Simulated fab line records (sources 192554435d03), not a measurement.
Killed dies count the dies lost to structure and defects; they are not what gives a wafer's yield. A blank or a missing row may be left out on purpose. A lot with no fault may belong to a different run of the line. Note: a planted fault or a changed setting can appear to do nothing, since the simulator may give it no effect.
Comparing a struck lot with a sound one ; flow n5_finfet ; 36 out of 1938 route steps
Sound: wafers L139.1, L139.4, L139.6. Struck: wafer L134.5; the same lot's L134.6 was not struck, so it is left out; see the end for the cause.
Order at every step that has rows: each side's tool, ch and its chambers, its first start. Under that, the readings that differ: sound wafers ; struck wafers ; difference of the means ; sigmas: that difference in standard deviations of wafers without a fault.
alike: same words and numbers on both sides, and readings whose means sit less than 2 such deviations apart. not compared: any withheld reading, any reading some wafer has no value for, any bound like >300 that may hide the same value, and any number with overlapping values for which the record gives no deviation.
A row with sigmas, a row that says differs or no value, or rows on one side alone: a step with any of these is where the two part. Numbers that have no deviation but don't overlap get no sigmas and don't part them. Lack of a reading on every wafer of one side parts them only where that side has two or more wafers.

first, 7 steps without rows for these wafers: N5_BEOL_M4_CMP_52 (polishes, stops on SiOC, t overpolish 6.8 s, target thk 40 nm); N5_BEOL_M4_PRE_CLEAN_60 (time 15 s); N5_BEOL_M4_CO_CAP_55 (material Co, precursor CCTBA/H2, target thk 2 nm, time 102.1 s); N5_BEOL_M4_PRE_CLEAN_56 (time 15 s); N5_BEOL_M4_DEP_57 (deposits SiCN from 3MS/NH3, target thk 8 nm, time 14 s); N5_BEOL_M5_ILD_DEP_00 (deposits SiCOH lowk from DEMS/porogen, target thk 140.64 nm, time 25.9 s); N5_BEOL_M5_CURE_79 (cures SiCOH lowk, time 240 s).
N5_BEOL_M5_PECVD_70: deposits SiO2 from TEOS/O2, target thk 16 nm, time 18 s.
  sound on pecvd-02 ch 0,1, day 15 12:37; struck on pecvd-01 ch 2, day 13 04:52
reading;sound;struck;difference;sigmas
throttle_valve_pct (%);23.8 24.0 23.4;21.1;-2.6;-2
model.SiO2_of_BEOL_M5_PECVD_70.thk_nm (nm);15.8 16 16;12.2;-3.7;
  alike: chamber_pressure_Torr, heater_power_w, showerhead_plenum_p_Torr
then, 25 steps without rows for these wafers: N5_BEOL_M5_HM_DEP_02 (deposits TiN, target thk 20 nm); N5_BEOL_M5_COAT_59 (time 60 s, resist thk 60 nm); N5_BEOL_M5_COAT_60 (time 60 s, resist thk 12 nm); N5_BEOL_M5_COAT_71 (time 60 s, resist thk 5 nm); N5_BEOL_M5_COAT_05 (resist thk 30 nm); N5_BEOL_M5_EBR_07; N5_BEOL_M5_SOFTBAKE_06 (time 60 s); N5_BEOL_M5_EXPOSE_08 (exposes mask M5, target cd 28 nm); N5_BEOL_M5_PEB_09 (peb time 60 s); N5_BEOL_M5_DEVELOP_10 (develop time 30 s); N5_BEOL_M5_DESCUM_16 (chemistry O2, time 7 s); N5_BEOL_M5_ETCH_72 (etches underlayer in N2/H2, target depth 6.5 nm, time 5.2 s); N5_BEOL_M5_ETCH_61 (etches SiARC in CF4, target depth 15.6 nm, time 26 s); N5_BEOL_M5_ETCH_62 (etches SOC in N2/H2, target depth 75 nm, overetch 15 nm, time 112.5 s); N5_BEOL_M5_STRIP_63 (strips in N2/H2); N5_BEOL_M5_STRIP_73 (strips in N2/H2); N5_BEOL_M5_STRIP_64 (strips in CF4); N5_BEOL_M5_HM_OPEN_17 (chemistry Cl2/BCl3, target TiN, target depth 20 nm, overetch 6 nm); N5_BEOL_M5_STRIP_19 (strips in O2); N5_BEOL_M5_COAT_65 (time 60 s, resist thk 60 nm); N5_BEOL_M5_COAT_66 (time 60 s, resist thk 12 nm); N5_BEOL_M5_COAT_74 (time 60 s, resist thk 5 nm); N5_BEOL_M5_COAT_22 (resist thk 30 nm); N5_BEOL_M5_EBR_24; N5_BEOL_M5_SOFTBAKE_23 (time 60 s).
N5_BEOL_M5_HM_STRIP_39: strips TiN in peroxide tin strip, target depth 25 nm, time 158 s.
  sound on wet_bench-06 ch 2,3,6, day 15 18:22; struck on wet_bench-01 ch 3, day 13 09:26
reading;sound;struck;difference;sigmas
model.SiO2_of_BEOL_M5_PECVD_70.thk_nm (nm);15.6 15.8 15.8;12;-4;
  alike: temp_c
N5_BEOL_M5_CMP_52: polishes, stops on SiCOH lowk, t overpolish 6.9 s, target thk 62 nm.
  sound on cmp-02 ch 0,1,2, day 16 00:48; struck on cmp-02 ch 0, day 13 15:38
reading;sound;struck;difference;sigmas
barrier_field_endpoint_s (s);24.2 24.5 24.9;20.3;-4.2;-8
  alike: motor_current_A
-- record jumps: 4 days separate the struck wafers' starts on either side; left off in module BEOL_M5, taken up again in module PASSIVATION, whose first shown step is the route's number 1936 --
N5_PASSIVATION_PROBE_49:
  rows exist in the record for the struck wafers here (prober-02, day 17 18:20), but not for the sound ones

WHERE THEY PART
Earliest at N5_BEOL_M5_PECVD_70; latest, in this record, at N5_PASSIVATION_PROBE_49.

WHY: what had been put in by the simulator
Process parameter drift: pecvd-01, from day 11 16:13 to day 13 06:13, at N5_BEOL_M5_PECVD_70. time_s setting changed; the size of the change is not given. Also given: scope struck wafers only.
